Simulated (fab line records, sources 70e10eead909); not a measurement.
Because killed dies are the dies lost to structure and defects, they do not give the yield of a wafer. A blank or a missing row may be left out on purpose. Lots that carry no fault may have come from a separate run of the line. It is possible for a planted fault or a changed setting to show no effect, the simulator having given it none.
Which tool was responsible? | flow nand-harc | 24 lots with 72 wafers sampled at 6 steps, on a route of 1302 steps

## WHAT EACH GAUGE READ, for each wafer
NHARC_A_CONTACT_OVL_MEAS_09.
lot  | measured     | on         | overlay-x-nm (nm) | overlay-y-nm (nm)
L075 | day 23 01:14 | overlay-02 | 2.0 1.2 1.5       | -1.7 -1.6 -1.8
L074 | day 23 03:03 | overlay-02 | -0.4 -1.2 -1.1    | 0.6 0.4 -0.2
L077 | day 23 03:30 | overlay-01 | 0.6 0.0 0.1       | 0.5 0.7 0.5
L076 | day 23 07:25 | overlay-02 | 0.5 0.9 0.3       | -0.8 0.1 0.0
L078 | day 23 14:16 | overlay-01 | -0.2 -0.6 -0.5    | -0.2 0.0 -0.8
L081 | day 24 18:33 | overlay-02 | -0.6 -0.3 -0.3    | -0.2 0.4 0.1
L080 | day 24 23:56 | overlay-02 | -0.5 -0.5 -0.6    | -0.8 -1.0 -1.3
L079 | day 25 03:37 | overlay-02 | 0.1 -0.1 0.1      | 0.2 -0.2 0.3
L083 | day 26 07:03 | overlay-02 | -0.1 0.1 0.0      | -0.3 -0.6 -0.3
L082 | day 26 05:08 | overlay-01 | -1.3 -0.9 -0.4    | -0.3 0.2 -0.2
L084 | day 26 08:38 | overlay-01 | 0.6 1.4 1.2       | -0.7 -0.6 -1.0
L085 | day 26 10:29 | overlay-01 | -0.1 0.2 0.5      | 2.1 2.1 2.3
L086 | day 27 00:34 | overlay-01 | -0.1 -0.7 -0.6    | 0.5 0.6 0.2
L088 | day 28 06:56 | overlay-02 | -0.6 -0.8 -0.7    | -0.2 -1.1 -0.8
L087 | day 28 05:55 | overlay-01 | 1.2 0.8 0.5       | 0.9 0.3 0.4
L089 | day 28 13:55 | overlay-02 | 0.2 1.0 0.8       | 0.4 0.7 0.1
L090 | day 28 19:48 | overlay-01 | 0.5 0.0 0.2       | 0.2 -0.4 -0.5
L091 | day 29 10:07 | overlay-01 | 0.6 0.1 0.2       | 0.3 -0.7 -0.3
L094 | day 30 02:53 | overlay-01 | 0.1 0.0 0.2       | 0.7 0.7 0.7
L092 | day 30 05:08 | overlay-02 | 0.0 0.4 0.1       | -0.9 -0.9 -1.3
L093 | day 30 09:23 | overlay-02 | -0.1 -0.3 0.1     | -0.9 -0.7 -0.8
L096 | day 31 15:14 | overlay-01 | -0.5 0.3 0.4      | 0.1 -0.2 0.3
L095 | day 32 01:35 | overlay-01 | 1.0 1.1 1.0       | -0.3 0.0 -0.4
L097 | day 32 05:53 | overlay-02 | -0.7 -0.6 -0.7    | -1.1 -1.4 -1.3

NHARC_A_CONTACT_INSPECT_10.
lot  | measured     | on                | raw-defect-count
L075 | day 23 01:16 | defect-inspect-01 | 117 99 99
L074 | day 23 03:05 | defect-inspect-02 | 73 67 75
L077 | day 23 03:32 | defect-inspect-01 | 63 64 66
L076 | day 23 07:27 | defect-inspect-01 | 113 99 130
L078 | day 23 14:19 | defect-inspect-01 | 34 34 29
L081 | day 24 18:35 | defect-inspect-01 | 140 143 149
L080 | day 24 23:59 | defect-inspect-01 | 127 118 138
L079 | day 25 03:40 | defect-inspect-01 | 148 150 145
L083 | day 26 07:05 | defect-inspect-01 | 41 44 46
L082 | day 26 05:11 | defect-inspect-02 | 124 113 139
L084 | day 26 08:40 | defect-inspect-02 | 90 85 90
L085 | day 26 10:31 | defect-inspect-01 | 63 67 71
L086 | day 27 00:35 | defect-inspect-02 | 39 47 49
L088 | day 28 06:58 | defect-inspect-01 | 73 62 60
L087 | day 28 05:57 | defect-inspect-01 | 123 99 90
L089 | day 28 13:57 | defect-inspect-01 | 127 119 116
L090 | day 28 19:51 | defect-inspect-01 | 60 58 62
L091 | day 29 10:08 | defect-inspect-02 | 29 32 26
L094 | day 30 02:55 | defect-inspect-01 | 73 85 99
L092 | day 30 05:10 | defect-inspect-01 | 161 148 165
L093 | day 30 09:25 | defect-inspect-02 | 91 69 70
L096 | day 31 15:17 | defect-inspect-01 | 19 26 26
L095 | day 32 01:37 | defect-inspect-01 | 31 50 53
L097 | day 32 05:56 | defect-inspect-01 | 160 139 150

## TOOL THAT RAN EACH LOT (tool first, then ch and the chambers of the sampled wafers, then the start)
lot  | NHARC_A_CONTACT_ETCH_48            | NHARC_A_CONTACT_ETCH_133             | NHARC_A_CONTACT_ETCH_106           | NHARC_A_CONTACT_STRIP_82
L075 | rie-diel-05 ch 0,1,3, day 21 20:54 | har-cap-etch-01 ch 0,1, day 22 16:44 | rie-diel-09 ch 0,2, day 22 17:54   | rie-diel-09 ch 1,2,3, day 23 01:14 or earlier
L074 | rie-diel-04 ch 0,1,2, day 21 21:11 | har-cap-etch-02 ch 0,1, day 22 16:56 | rie-diel-04 ch 0,3, day 22 18:19   | rie-diel-04 ch 0,1,3, day 23 03:03 or earlier
L077 | rie-diel-09 ch 0,1,3, day 22 06:45 | har-cap-etch-01 ch 0,1, day 22 22:24 | rie-diel-05 ch 0,1,3, day 22 23:41 | rie-diel-05 ch 0,1,3, day 23 03:30 or earlier
L076 | rie-diel-05 ch 0,1,3, day 22 08:28 | har-cap-etch-02 ch 0,1, day 23 02:38 | rie-diel-04 ch 0,1,3, day 23 04:17 | rie-diel-04 ch 0,1,2, day 23 07:25 or earlier
L078 | rie-diel-09 ch 1,2,3, day 22 18:16 | har-cap-etch-01 ch 0,1, day 23 09:35 | rie-diel-09 ch 1,2,3, day 23 11:01 | rie-diel-09 ch 0,1,3, day 23 14:16 or earlier
L081 | rie-diel-05 ch 0,2, day 23 21:30   | har-cap-etch-01 ch 0,1, day 24 12:12 | rie-diel-09 ch 0,2,3, day 24 13:40 | rie-diel-09 ch 0,2, day 24 18:33 or earlier
L080 | rie-diel-09 ch 0,2,3, day 24 01:16 | har-cap-etch-03 ch 0,1, day 24 18:38 | rie-diel-09 ch 0,3, day 24 20:44   | rie-diel-09 ch 1,2,3, day 24 23:56 or earlier
L079 | rie-diel-04 ch 1,2,3, day 24 07:32 | har-cap-etch-01 ch 1, day 24 22:58   | rie-diel-09 ch 0,2,3, day 25 00:25 | rie-diel-09 ch 1,3, day 25 03:37 or earlier
L083 | rie-diel-09 ch 0,1, day 25 05:08   | har-cap-etch-02 ch 0,1, day 26 00:58 | rie-diel-04 ch 1,2,3, day 26 02:14 | rie-diel-04 ch 0,3, day 26 07:03 or earlier
L082 | rie-diel-04 ch 1,2, day 25 05:17   | har-cap-etch-01 ch 0,1, day 25 22:09 | rie-diel-09 ch 1,2, day 25 23:35   | rie-diel-09 ch 0,1,3, day 26 05:08 or earlier
L084 | rie-diel-09 ch 0,2, day 25 12:01   | har-cap-etch-03 ch 0,1, day 26 03:03 | rie-diel-09 ch 0,1,2, day 26 04:32 | rie-diel-09 ch 1,2, day 26 08:38 or earlier
L085 | rie-diel-09 ch 0,3, day 25 15:04   | har-cap-etch-01 ch 0,1, day 26 05:04 | rie-diel-09 ch 0,2,3, day 26 06:36 | rie-diel-09 ch 0,1,3, day 26 10:29 or earlier
L086 | rie-diel-05 ch 0,2, day 26 04:04   | har-cap-etch-01 ch 0, day 26 17:59   | rie-diel-09 ch 0,2,3, day 26 19:25 | rie-diel-09 ch 1,2,3, day 27 00:34 or earlier
L088 | rie-diel-09 ch 1,2,3, day 27 09:06 | har-cap-etch-01 ch 0,1, day 28 01:38 | rie-diel-04 ch 0,1,2, day 28 03:05 | rie-diel-04 ch 0,1,3, day 28 06:56 or earlier
L087 | rie-diel-04 ch 0,1,2, day 27 09:16 | har-cap-etch-02 ch 0,1, day 28 00:59 | rie-diel-04 ch 0,2,3, day 28 02:17 | rie-diel-04 ch 1,3, day 28 05:55 or earlier
L089 | rie-diel-09 ch 0,2,3, day 27 13:30 | har-cap-etch-02 ch 0,1, day 28 08:11 | rie-diel-09 ch 1,2, day 28 09:30   | rie-diel-09 ch 0,2, day 28 13:55 or earlier
L090 | rie-diel-09 ch 0,1,2, day 28 01:05 | har-cap-etch-02 ch 0,1, day 28 15:20 | rie-diel-09 ch 2,3, day 28 16:38   | rie-diel-09 ch 0,2,3, day 28 19:48 or earlier
L091 | rie-diel-09 ch 1,2, day 28 13:50   | har-cap-etch-03 ch 0, day 29 03:07   | rie-diel-04 ch 1,2,3, day 29 04:26 | rie-diel-04 ch 1,3, day 29 10:07 or earlier
L094 | rie-diel-05 ch 1,2,3, day 29 08:04 | har-cap-etch-03 ch 0,1, day 29 21:49 | rie-diel-09 ch 1,2,3, day 29 23:02 | rie-diel-09 ch 1,3, day 30 02:53 or earlier
L092 | rie-diel-05 ch 0,3, day 29 09:40   | har-cap-etch-02 ch 0,1, day 30 00:35 | rie-diel-05 ch 0,1,3, day 30 01:56 | rie-diel-05 ch 0,1, day 30 05:08 or earlier
L093 | rie-diel-05 ch 0,3, day 29 15:51   | har-cap-etch-01 ch 0,1, day 30 05:07 | rie-diel-09 ch 1,2,3, day 30 06:17 | rie-diel-09 ch 0,2,3, day 30 09:23 or earlier
L096 | rie-diel-09 ch 1,3, day 30 14:36   | har-cap-etch-01 ch 0,1, day 31 04:02 | rie-diel-04 ch 0,3, day 31 05:22   | rie-diel-04 ch 1,2,3, day 31 15:14 or earlier
L095 | rie-diel-05 ch 2,3, day 30 20:17   | har-cap-etch-01 ch 0,1, day 31 15:47 | rie-diel-09 ch 0,2,3, day 31 16:53 | rie-diel-09 ch 0,1,3, day 32 01:35 or earlier
L097 | rie-diel-05 ch 1,2,3, day 31 04:33 | har-cap-etch-01 ch 0,1, day 31 23:19 | rie-diel-09 ch 0,1,3, day 32 00:43 | rie-diel-09 ch 0,2,3, day 32 05:53 or earlier
- NHARC_A_CONTACT_ETCH_48: etches the open film in CF4, target depth 39 nm, time 65 s.
- NHARC_A_CONTACT_ETCH_133: etches the open film in C4F8/O2/Ar, time 374 s, target depth 1610 nm.
- NHARC_A_CONTACT_ETCH_106: etches the open film in CF4/O2, target depth 90 nm, overetch 9 nm, time 49.5 s.
- NHARC_A_CONTACT_STRIP_82: strips in O2.

## WHAT THE TOOLS THEMSELVES READ (means of the sampled wafers that have a number; where no wafer has one, the mark that the record gives instead)
NHARC_A_CONTACT_ETCH_48.
lot  | tool        | drypump-motor-current-A (A) | oes-product-au (a.u.) | rf-vpp-V (V) | showerhead-plenum-p-Torr (Torr) | throttle-valve-pct (%)
L075 | rie-diel-05 | 5.4                         | 0.989                 | 149.7        | 1.76                            | 13.282
L074 | rie-diel-04 | 5.4                         | 0.999                 | 151.4        | 1.75                            | 13.278
L077 | rie-diel-09 | 5.6                         | 0.997                 | 151.4        | 1.76                            | 13.284
L076 | rie-diel-05 | 5.4                         | 0.993                 | 151.0        | 1.76                            | 13.289
L078 | rie-diel-09 | 5.4                         | 1.004                 | 151.4        | 1.74                            | 13.284
L081 | rie-diel-05 | 5.9                         | 1.004                 | 150.3        | 1.66                            | 13.287
L080 | rie-diel-09 | 5.1                         | 1.003                 | 152.0        | 1.77                            | 13.285
L079 | rie-diel-04 | 5.8                         | 1.003                 | 151.5        | 1.79                            | 13.277
L083 | rie-diel-09 | 5.7                         | 0.995                 | 149.6        | 1.67                            | 13.287
L082 | rie-diel-04 | 5.3                         | 1.021                 | 151.5        | 1.76                            | 13.283
L084 | rie-diel-09 | 5.0                         | 1.016                 | 150.2        | 1.70                            | 13.278
L085 | rie-diel-09 | 5.5                         | 1.001                 | 152.3        | 1.84                            | 13.279
L086 | rie-diel-05 | 5.9                         | 0.991                 | 151.4        | 1.74                            | 13.287
L088 | rie-diel-09 | 5.4                         | 1.011                 | 150.6        | 1.74                            | 13.283
L087 | rie-diel-04 | 5.4                         | 1.007                 | 150.5        | 1.74                            | 13.274
L089 | rie-diel-09 | 5.1                         | 1.012                 | 150.5        | 1.76                            | 13.282
L090 | rie-diel-09 | 5.3                         | 1.013                 | 150.3        | 1.68                            | 13.281
L091 | rie-diel-09 | 5.6                         | 1.006                 | 149.6        | 1.65                            | 13.282
L094 | rie-diel-05 | 5.3                         | 0.998                 | 152.1        | 1.82                            | 13.293
L092 | rie-diel-05 | 5.5                         | 0.997                 | 150.1        | 1.75                            | 13.287
L093 | rie-diel-05 | 5.7                         | 0.990                 | 151.6        | 1.70                            | 13.285
L096 | rie-diel-09 | 5.8                         | 1.003                 | 151.7        | 1.73                            | 13.285
L095 | rie-diel-05 | 5.5                         | 1.006                 | 152.3        | 1.86                            | 13.284
L097 | rie-diel-05 | 5.3                         | 0.996                 | 152.4        | 1.82                            | 13.290

NHARC_A_CONTACT_ETCH_106.
lot  | tool        | drypump-motor-current-A (A) | o2-flow-sccm (sccm) | oes-product-au (a.u.) | rf-vpp-V (V) | showerhead-plenum-p-Torr (Torr) | throttle-valve-pct (%)
L075 | rie-diel-09 | 5.0                         | 19.94               | 1.014                 | 196.7        | 1.29                            | 13.389
L074 | rie-diel-04 | 6.2                         | 20.04               | 0.985                 | 198.8        | 1.39                            | 13.399
L077 | rie-diel-05 | 5.4                         | 20.09               | 0.996                 | 198.2        | 1.33                            | 13.404
L076 | rie-diel-04 | 5.9                         | 19.97               | 0.996                 | 197.9        | 1.34                            | 13.398
L078 | rie-diel-09 | 5.4                         | 20.06               | 1.007                 | 197.1        | 1.31                            | 13.398
L081 | rie-diel-09 | 5.2                         | 20.01               | 1.001                 | 197.8        | 1.33                            | 13.393
L080 | rie-diel-09 | 5.3                         | 19.99               | 1.011                 | 198.6        | 1.35                            | 13.397
L079 | rie-diel-09 | 5.2                         | 19.97               | 1.011                 | 198.4        | 1.33                            | 13.400
L083 | rie-diel-04 | 5.8                         | 19.98               | 1.004                 | 197.7        | 1.35                            | 13.395
L082 | rie-diel-09 | 5.6                         | 20.00               | 1.010                 | 196.4        | 1.24                            | 13.391
L084 | rie-diel-09 | 5.3                         | 20.08               | 1.009                 | 196.3        | 1.26                            | 13.394
L085 | rie-diel-09 | 5.1                         | 20.04               | 1.012                 | 196.6        | 1.33                            | 13.390
L086 | rie-diel-09 | 5.1                         | 20.00               | 1.010                 | 198.6        | 1.33                            | 13.401
L088 | rie-diel-04 | 5.4                         | 20.02               | 0.999                 | 196.7        | 1.31                            | 13.402
L087 | rie-diel-04 | 5.8                         | 19.95               | 0.999                 | 197.9        | 1.35                            | 13.392
L089 | rie-diel-09 | 5.5                         | 19.98               | 0.999                 | 196.0        | 1.24                            | 13.399
L090 | rie-diel-09 | 4.9                         | 19.95               | 1.004                 | 197.0        | 1.31                            | 13.409
L091 | rie-diel-04 | 5.8                         | 20.01               | 1.004                 | 197.7        | 1.35                            | 13.403
L094 | rie-diel-09 | 5.4                         | 19.98               | 1.013                 | 197.0        | 1.31                            | 13.396
L092 | rie-diel-05 | 5.4                         | 19.95               | 0.988                 | 197.7        | 1.31                            | 13.394
L093 | rie-diel-09 | 5.4                         | 19.97               | 1.010                 | 197.5        | 1.31                            | 13.392
L096 | rie-diel-04 | 5.8                         | 20.03               | 0.981                 | 197.9        | 1.33                            | 13.396
L095 | rie-diel-09 | 5.1                         | 19.98               | 1.005                 | 198.7        | 1.33                            | 13.394
L097 | rie-diel-09 | 5.6                         | 19.98               | 1.003                 | 198.4        | 1.32                            | 13.396

NHARC_A_CONTACT_STRIP_82.
lot  | tool        | drypump-motor-current-A (A) | o2-flow-sccm (sccm) | oes-product-au (a.u.) | rf-vpp-V (V) | showerhead-plenum-p-Torr (Torr) | throttle-valve-pct (%)
L075 | rie-diel-09 | 5.4                         | 499.0               | 0.999                 | 57.7         | 3.48                            | 17.036
L074 | rie-diel-04 | 5.9                         | 500.2               | 0.994                 | 58.9         | 3.55                            | 17.043
L077 | rie-diel-05 | 5.4                         | 500.7               | 0.990                 | 58.2         | 3.50                            | 17.035
L076 | rie-diel-04 | 5.5                         | 499.1               | 1.010                 | 57.3         | 3.47                            | 17.042
L078 | rie-diel-09 | 5.6                         | 501.1               | 0.994                 | 58.6         | 3.51                            | 17.036
L081 | rie-diel-09 | 5.0                         | 500.8               | 1.006                 | 57.4         | 3.40                            | 17.044
L080 | rie-diel-09 | 5.4                         | 500.5               | 0.996                 | 57.8         | 3.47                            | 17.033
L079 | rie-diel-09 | 5.9                         | 500.7               | 0.989                 | 58.1         | 3.46                            | 17.031
L083 | rie-diel-04 | 5.8                         | 499.7               | 0.994                 | 57.2         | 3.54                            | 17.038
L082 | rie-diel-09 | 5.6                         | 499.1               | 1.001                 | 58.1         | 3.51                            | 17.038
L084 | rie-diel-09 | 5.1                         | 500.9               | 1.012                 | 57.6         | 3.31                            | 17.033
L085 | rie-diel-09 | 5.6                         | 500.6               | 1.001                 | 58.6         | 3.51                            | 17.043
L086 | rie-diel-09 | 5.4                         | 499.9               | 1.011                 | 57.6         | 3.47                            | 17.039
L088 | rie-diel-04 | 5.9                         | 500.0               | 0.994                 | 57.6         | 3.52                            | 17.037
L087 | rie-diel-04 | 6.3                         | 500.1               | 1.003                 | 58.8         | 3.63                            | 17.036
L089 | rie-diel-09 | 5.0                         | 499.8               | 1.014                 | 57.5         | 3.39                            | 17.033
L090 | rie-diel-09 | 5.2                         | 499.2               | 1.007                 | 57.7         | 3.51                            | 17.038
L091 | rie-diel-04 | 5.9                         | 499.6               | 1.002                 | 58.0         | 3.52                            | 17.039
L094 | rie-diel-09 | 5.9                         | 499.5               | 0.996                 | 58.2         | 3.45                            | 17.041
L092 | rie-diel-05 | 5.6                         | 500.7               | 0.985                 | 57.2         | 3.38                            | 17.036
L093 | rie-diel-09 | 5.2                         | 499.0               | 1.011                 | 57.0         | 3.51                            | 17.035
L096 | rie-diel-04 | 5.8                         | 501.0               | 0.998                 | 57.2         | 3.55                            | 17.028
L095 | rie-diel-09 | 5.6                         | 499.8               | 0.999                 | 58.0         | 3.50                            | 17.036
L097 | rie-diel-09 | 5.2                         | 498.4               | 1.009                 | 58.5         | 3.51                            | 17.036

## THE ANSWER, worked out from the rows above alone
Rule: what is usual is taken from the lots themselves. The widest of any qualifying gaps counts: lots, ordered by their means at a reading, are off when they make up no more than a third of the lots, leave a main group of 4 or more, and stand apart from it by 3 or more times the standard deviation of that group's means. A main group whose means are all the same, to the digits that the tables above print for the reading, isn't used. A lot without any number at a reading at which 4 lots or more have one is off too. The other lots that the step has rows for count as sound. Order of review: gauges by route order, followed by the tools' own readings, for which a lot's mean as printed above is used. At the first step where some lot is off, the reading lying furthest off is the one used; lots without a number count as furthest.
Across all readings shown, no lot is off: no conclusion can be drawn from this.

## WHAT THE SIMULATOR HAD INSERTED
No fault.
